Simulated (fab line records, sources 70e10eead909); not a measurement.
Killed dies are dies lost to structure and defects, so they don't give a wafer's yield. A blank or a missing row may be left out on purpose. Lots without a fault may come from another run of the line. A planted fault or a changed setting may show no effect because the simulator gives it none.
Which tool did it? | flow nand_harc | 11 lots, 33 wafers sampled, at 4 steps of a route of 1302

WHAT THE GAUGES READ, wafer by wafer
The record holds no reading of a measuring or inspecting step that can be judged against a usual standard deviation.

WHICH TOOL RAN EACH LOT (tool, then ch and the chambers of the sampled wafers, then the start)
lot  | NHARC_A_CHANNEL_HOLE_D1_ETCH_16               | NHARC_A_CHANNEL_HOLE_D1_ETCH_21  | NHARC_A_CHANNEL_HOLE_D1_ETCH_22  | NHARC_A_CHANNEL_FILL_D1_ALD_15
L327 | rie_diel-11 ch 1,2,3, day 8 09:03 or earlier  | har_etch-02 ch 0, day 8 09:03    | har_etch-02 ch 0, day 8 09:31    | ald_sin_batch-02 ch 0, day 9 03:00
L328 | rie_diel-11 ch 0,1, day 8 19:30 or earlier    | har_etch-02 ch 0,1, day 8 19:30  | har_etch-02 ch 0,1, day 8 19:57  | ald_sin_batch-01 ch 0, day 9 11:10
L332 | rie_diel-11 ch 0,3, day 10 09:27 or earlier   | har_etch-01 ch 0,1, day 10 09:27 | har_etch-01 ch 0,1, day 10 09:56 | ald_sin_batch-02 ch 0, day 11 00:56
L334 | rie_diel-11 ch 0,2,3, day 11 16:13 or earlier | har_etch-01 ch 0,1, day 11 16:13 | har_etch-01 ch 0,1, day 11 16:40 | ald_sin_batch-03 ch 0, day 12 08:49
L336 | rie_diel-11 ch 0,2, day 12 20:04 or earlier   | har_etch-01 ch 0,1, day 12 20:04 | har_etch-01 ch 0,1, day 12 20:29 | ald_sin_batch-02 ch 0, day 13 11:46
L340 | rie_diel-01 ch 0,1,3, day 14 13:47 or earlier | har_etch-02 ch 0,1, day 14 13:47 | har_etch-02 ch 0,1, day 14 14:13 | ald_sin_batch-02 ch 0, day 15 05:23
L343 | rie_diel-01 ch 2,3, day 15 11:04 or earlier   | har_etch-01 ch 0,1, day 15 11:04 | har_etch-01 ch 0,1, day 15 11:32 | ald_sin_batch-02 ch 0, day 16 02:59
L344 | rie_diel-11 ch 0,1, day 15 14:01 or earlier   | har_etch-02 ch 0,1, day 15 14:01 | har_etch-02 ch 0,1, day 15 14:28 | ald_sin_batch-02 ch 0, day 16 02:59
L345 | rie_diel-11 ch 1,2,3, day 16 00:11 or earlier | har_etch-01 ch 0,1, day 16 00:11 | har_etch-01 ch 0,1, day 16 00:37 | ald_sin_batch-01 ch 0, day 16 16:04
L346 | rie_diel-11 ch 0,2,3, day 16 11:06 or earlier | har_etch-02 ch 0,1, day 16 11:06 | har_etch-02 ch 0,1, day 16 11:35 | ald_sin_batch-01 ch 0, day 17 03:14
L348 | rie_diel-01 ch 1,2,3, day 17 11:35 or earlier | har_etch-01 ch 0,1, day 17 11:35 | har_etch-01 ch 0,1, day 17 12:02 | ald_sin_batch-01 ch 0, day 18 03:47
- NHARC_A_CHANNEL_HOLE_D1_ETCH_16: etches the open film in O2/COS, target depth 3100 nm, time 806 s.
- NHARC_A_CHANNEL_HOLE_D1_ETCH_21: etches the open film in C4F8/O2/Ar, time 514.3 s, target depth 1600 nm.
- NHARC_A_CHANNEL_HOLE_D1_ETCH_22: etches the open film in C4F8/O2/Ar, time 666.7 s, target depth 1600 nm.
- NHARC_A_CHANNEL_FILL_D1_ALD_15: deposits SiNx, target thk 2 nm, pulse time 60 s, ald cycles 19.

WHAT THE TOOLS THEMSELVES READ (means of the sampled wafers that have a number; where no wafer has one, the mark that the record gives instead)
NHARC_A_CHANNEL_HOLE_D1_ETCH_16.
lot  | tool        | drypump_motor_current_A (A) | o2_flow_sccm (sccm) | oes_product_au (a.u.) | rf_fwd_power_W (W) | rf_vpp_V (V) | showerhead_plenum_p_Torr (Torr) | throttle_valve_pct (%)
L327 | rie_diel-11 | 5.6                         | 400.4               | 1.004                 | 499.0              | 313.0        | 3.05                            | 28.331
L328 | rie_diel-11 | 5.4                         | 400.5               | 1.003                 | 500.6              | 314.1        | 3.11                            | 28.333
L332 | rie_diel-11 | 5.7                         | 399.8               | 1.008                 | 498.5              | 314.2        | 3.14                            | 28.337
L334 | rie_diel-11 | 5.5                         | 400.9               | 1.013                 | 500.2              | 313.4        | 3.13                            | 28.323
L336 | rie_diel-11 | 5.2                         | 399.3               | 1.010                 | 500.4              | 314.7        | 3.17                            | 28.330
L340 | rie_diel-01 | 5.9                         | 399.6               | 0.999                 | 499.9              | 312.4        | 3.04                            | 28.336
L343 | rie_diel-01 | 5.6                         | 400.1               | 1.005                 | 498.4              | 314.2        | 3.07                            | 28.331
L344 | rie_diel-11 | 5.5                         | 400.0               | 1.015                 | 500.0              | 312.5        | 3.02                            | 28.336
L345 | rie_diel-11 | 5.6                         | 400.2               | 0.995                 | 500.5              | 313.2        | 3.04                            | 28.333
L346 | rie_diel-11 | 5.5                         | 399.6               | 1.004                 | 499.7              | 313.8        | 3.13                            | 28.331
L348 | rie_diel-01 | 5.9                         | 399.8               | 1.000                 | 499.7              | 314.1        | 3.06                            | 28.336

NHARC_A_CHANNEL_HOLE_D1_ETCH_21.
lot  | tool        | drypump_motor_current_A (A) | o2_flow_sccm (sccm) | showerhead_plenum_p_Torr (Torr) | temp_c (C) | throttle_valve_pct (%)
L327 | har_etch-02 | 5.7                         | 35.59               | 3.77                            | -19.88     | 32.160
L328 | har_etch-02 | 5.6                         | 35.66               | 3.77                            | -19.93     | 32.160
L332 | har_etch-01 | 6.0                         | 35.74               | 3.65                            | -19.97     | 32.153
L334 | har_etch-01 | 6.1                         | 35.75               | 3.64                            | -20.02     | 32.158
L336 | har_etch-01 | 5.6                         | 35.69               | 3.57                            | -19.93     | 32.152
L340 | har_etch-02 | 5.5                         | 35.67               | 3.72                            | -20.00     | 32.158
L343 | har_etch-01 | 5.7                         | 35.74               | 3.55                            | -19.84     | 32.158
L344 | har_etch-02 | 5.3                         | 35.77               | 3.72                            | -20.08     | 32.154
L345 | har_etch-01 | 6.0                         | 35.78               | 3.61                            | -19.97     | 32.157
L346 | har_etch-02 | 5.3                         | 35.64               | 3.71                            | -19.98     | 32.156
L348 | har_etch-01 | 5.7                         | 35.70               | 3.54                            | -19.99     | 32.145

NHARC_A_CHANNEL_HOLE_D1_ETCH_22.
lot  | tool        | drypump_motor_current_A (A) | o2_flow_sccm (sccm) | showerhead_plenum_p_Torr (Torr) | temp_c (C) | throttle_valve_pct (%)
L327 | har_etch-02 | 5.7                         | 35.73               | 3.77                            | -19.96     | 32.153
L328 | har_etch-02 | 5.6                         | 35.55               | 3.77                            | -20.01     | 32.149
L332 | har_etch-01 | 6.0                         | 35.55               | 3.65                            | -19.89     | 32.159
L334 | har_etch-01 | 6.1                         | 35.66               | 3.64                            | -20.09     | 32.162
L336 | har_etch-01 | 5.7                         | 35.68               | 3.57                            | -20.01     | 32.157
L340 | har_etch-02 | 5.5                         | 35.59               | 3.72                            | -20.10     | 32.155
L343 | har_etch-01 | 5.7                         | 35.60               | 3.55                            | -19.83     | 32.172
L344 | har_etch-02 | 5.4                         | 35.75               | 3.72                            | -20.01     | 32.151
L345 | har_etch-01 | 6.0                         | 35.67               | 3.61                            | -19.96     | 32.155
L346 | har_etch-02 | 5.3                         | 35.71               | 3.71                            | -19.92     | 32.155
L348 | har_etch-01 | 5.7                         | 35.73               | 3.54                            | -19.90     | 32.153

NHARC_A_CHANNEL_FILL_D1_ALD_15.
lot  | tool             | precursor_pulse_height_rel
L327 | ald_sin_batch-02 | 1.006
L328 | ald_sin_batch-01 | 1.019
L332 | ald_sin_batch-02 | 1.001
L334 | ald_sin_batch-03 | 0.998
L336 | ald_sin_batch-02 | 0.987
L340 | ald_sin_batch-02 | 1.004
L343 | ald_sin_batch-02 | 1.011
L344 | ald_sin_batch-02 | 1.000
L345 | ald_sin_batch-01 | 0.980
L346 | ald_sin_batch-01 | 1.007
L348 | ald_sin_batch-01 | 1.001

THE ANSWER, worked out from the rows above alone
Rule: what is usual is taken from the lots themselves. Put in order of their means at a reading, lots are off if they are a third of the lots or fewer, leave a main group of 4 or more, and stand apart from it by a gap of 3 or more times the standard deviation of the main group's means; of several such gaps the widest counts. A main group whose means are all the same, to the digits that the tables above print for the reading, isn't used. A lot without any number at a reading at which 4 lots or more have one is off too. The other lots that the step has rows for count as sound. The gauges are gone through in route order, then the tools' own readings, and for those a lot's mean is taken as printed above. The first step at which some lot is off is used, and at that step the reading that is off furthest; a lot without a number counts as furthest.
No lot is off at any reading shown: from this, nothing can be told.

WHAT THE SIMULATOR HAD PUT IN
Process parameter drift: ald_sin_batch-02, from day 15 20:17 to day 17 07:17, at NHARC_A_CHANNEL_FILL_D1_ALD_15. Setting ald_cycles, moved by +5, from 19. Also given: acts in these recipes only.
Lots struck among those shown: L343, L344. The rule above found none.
